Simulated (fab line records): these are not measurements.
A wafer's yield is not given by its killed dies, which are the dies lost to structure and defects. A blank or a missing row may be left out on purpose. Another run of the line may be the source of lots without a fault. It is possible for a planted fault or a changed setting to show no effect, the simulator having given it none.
Matching of chambers || flow n5_finfet || 4 sister chambers for N5_BEOL_M0_SAQP_ALD_48 on ald_sin-04
The step deposits SiO2, target thk 20 nm, pulse time 1 s, co reactant pulse time 1 s. 14 wafers are shown with their chamber, then 7 later ones without.

== WAFERS WITH THEIR CHAMBER ==
{"wafer": "L662.1", "chamber": 1, "heater_power_w (W)": 91, "precursor_pulse_height_rel": 0.991}
{"wafer": "L662.5", "chamber": 0, "heater_power_w (W)": 70, "precursor_pulse_height_rel": 1.016}
{"wafer": "L662.6", "chamber": 3, "heater_power_w (W)": 83, "precursor_pulse_height_rel": 0.999}
{"wafer": "L663.1", "chamber": 1, "heater_power_w (W)": 88, "precursor_pulse_height_rel": 0.981}
{"wafer": "L663.4", "chamber": 0, "heater_power_w (W)": 70, "precursor_pulse_height_rel": 1.015}
{"wafer": "L663.6", "chamber": 2, "heater_power_w (W)": 87, "precursor_pulse_height_rel": 0.993}
{"wafer": "L667.1", "chamber": 1, "heater_power_w (W)": 88, "precursor_pulse_height_rel": 0.961}
{"wafer": "L667.2", "chamber": 0, "heater_power_w (W)": 69, "precursor_pulse_height_rel": 1.022}
{"wafer": "L667.3", "chamber": 2, "heater_power_w (W)": 82, "precursor_pulse_height_rel": 0.981}
{"wafer": "L672.3", "chamber": 1, "heater_power_w (W)": 91, "precursor_pulse_height_rel": 0.990}
{"wafer": "L672.5", "chamber": 3, "heater_power_w (W)": 83, "precursor_pulse_height_rel": 1.010}
{"wafer": "L672.6", "chamber": 1, "heater_power_w (W)": 89, "precursor_pulse_height_rel": 0.980}
{"wafer": "L677.1", "chamber": 2, "heater_power_w (W)": 85, "precursor_pulse_height_rel": 0.964}
{"wafer": "L677.2", "chamber": 0, "heater_power_w (W)": 71, "precursor_pulse_height_rel": 0.984}

SIGNATURES (means of the wafers above)
{"reading": "heater_power_w", "chamber 0": 70.00, "chamber 1": 89.40, "chamber 2": 84.67, "chamber 3": 83.00, "scatter within a chamber": 1.54}
{"reading": "precursor_pulse_height_rel", "chamber 0": 1.00925, "chamber 1": 0.98060, "chamber 2": 0.97933, "chamber 3": 1.00450, "scatter within a chamber": 0.0139}
Rule: a wafer lies at a distance from a chamber equal to the root of the sum of squares, over the readings, of (its reading less the chamber's mean, divided by the reading's scatter). If the next closest chamber is less than 2 further off than the closest, the wafer can't be placed; otherwise it belongs to the closest. The scatter is the square root of a quotient: the sum, over the shown wafers, of each reading's squared deviation from its chamber's mean, divided by wafers minus chambers.

== WAFERS WITH NO CHAMBER GIVEN ==
{"wafer": "L677.6", "heater_power_w (W)": 83, "precursor_pulse_height_rel": 1.013}
{"wafer": "L678.1", "heater_power_w (W)": 89, "precursor_pulse_height_rel": 1.001}
{"wafer": "L678.2", "heater_power_w (W)": 70, "precursor_pulse_height_rel": 0.942}
{"wafer": "L678.4", "heater_power_w (W)": 86, "precursor_pulse_height_rel": 1.009}
{"wafer": "L680.1", "heater_power_w (W)": 90, "precursor_pulse_height_rel": 0.988}
{"wafer": "L680.2", "heater_power_w (W)": 71, "precursor_pulse_height_rel": 1.025}
{"wafer": "L680.5", "heater_power_w (W)": 88, "precursor_pulse_height_rel": 1.017}

== WHICH CHAMBER EACH ONE RAN IN ==
{"wafer": "L677.6", "from the rows above": 3, "in truth": 3}
{"wafer": "L678.1", "from the rows above": "can't be placed: 1 or 2", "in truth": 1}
{"wafer": "L678.2", "from the rows above": 0, "in truth": 0}
{"wafer": "L678.4", "from the rows above": "can't be placed: 3 or 2 or 1", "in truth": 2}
{"wafer": "L680.1", "from the rows above": 1, "in truth": 1}
{"wafer": "L680.2", "from the rows above": 0, "in truth": 0}
{"wafer": "L680.5", "from the rows above": "can't be placed: 1 or 3 or 2", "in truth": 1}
Placed correctly: 4 of 7. Cannot be placed on the basis of these rows: 3; the candidates contain the true chamber in 3. Number placed wrongly: 0.
